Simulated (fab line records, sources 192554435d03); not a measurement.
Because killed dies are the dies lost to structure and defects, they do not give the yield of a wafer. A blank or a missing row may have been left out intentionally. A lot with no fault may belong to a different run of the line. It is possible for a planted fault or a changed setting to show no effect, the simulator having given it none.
Matching of chambers | flow n5Finfet | N5_BEOL_M4_STRIP_19 on rieDiel-02: 4 sister chambers
The step strips in O2. 16 wafers are shown with their chamber, then 8 later ones without.

== WAFERS WITH THEIR CHAMBER ==
wafer  | chamber | drypumpMotorCurrentA (A) | throttleValvePct (%) | showerheadPlenumPTorr (Torr)
L074.1 | 1       | 5.8                      | 16.83                | 2.10
L074.3 | 3       | 5.2                      | 16.63                | 2.10
L074.4 | 0       | 6.1                      | 16.56                | 2.15
L077.1 | 3       | 5.2                      | 16.63                | 2.10
L077.4 | 2       | 6.6                      | 17.08                | 2.19
L077.5 | 3       | 5.2                      | 16.63                | 2.10
L081.1 | 1       | 5.8                      | 16.84                | 2.09
L081.3 | 3       | 5.2                      | 16.64                | 2.09
L081.4 | 2       | 6.6                      | 17.08                | 2.18
L085.2 | 1       | 5.8                      | 16.88                | 2.09
L085.3 | 3       | 5.2                      | 16.66                | 2.09
L085.4 | 0       | 6.2                      | 16.61                | 2.14
L086.1 | 0       | 6.2                      | 16.59                | 2.14
L086.3 | 3       | 5.2                      | 16.67                | 2.09
L086.5 | 1       | 5.8                      | 16.87                | 2.09
L087.1 | 2       | 6.6                      | 17.11                | 2.18

SIGNATURES (means of the wafers above)
reading               | chamber 0 | chamber 1 | chamber 2 | chamber 3 | scatter within a chamber
drypumpMotorCurrentA  | 6.167     | 5.800     | 6.600     | 5.200     | 0.0236
throttleValvePct      | 16.5867   | 16.8550   | 17.0900   | 16.6433   | 0.0206
showerheadPlenumPTorr | 2.1433    | 2.0925    | 2.1833    | 2.0950    | 0.00546
Rule: a wafer's distance from a chamber is the root of the sum, over the readings, of the square of ((its reading less the chamber's mean) divided by the reading's scatter). If the next closest chamber is less than 2 further off than the closest, the wafer can't be placed; otherwise it belongs to the closest. The scatter: take each reading less its chamber's mean, square it, sum over the shown wafers, divide by the number of wafers less the number of chambers, and take the root.

== WAFERS WITH NO CHAMBER GIVEN ==
wafer  | drypumpMotorCurrentA (A) | throttleValvePct (%) | showerheadPlenumPTorr (Torr)
L087.5 | 5.2                      | 16.65                | 2.09
L087.6 | 6.2                      | 16.62                | 2.14
L093.3 | 5.9                      | 16.89                | 2.09
L093.5 | 6.2                      | 16.62                | 2.14
L093.6 | 5.8                      | 16.90                | 2.09
L097.3 | 5.8                      | 16.92                | 2.08
L097.5 | 5.8                      | 16.93                | 2.08
L097.6 | 6.2                      | 16.66                | 2.13

== EACH ONE'S CHAMBER ==
wafer  | from the rows above | in truth
L087.5 | 3                   | 3
L087.6 | 0                   | 0
L093.3 | 1                   | 1
L093.5 | 0                   | 0
L093.6 | 1                   | 1
L097.3 | 1                   | 1
L097.5 | 1                   | 1
L097.6 | 0                   | 0
Placed correctly: 8 of 8. Left unplaced by these rows: 0. 0 placed wrongly.
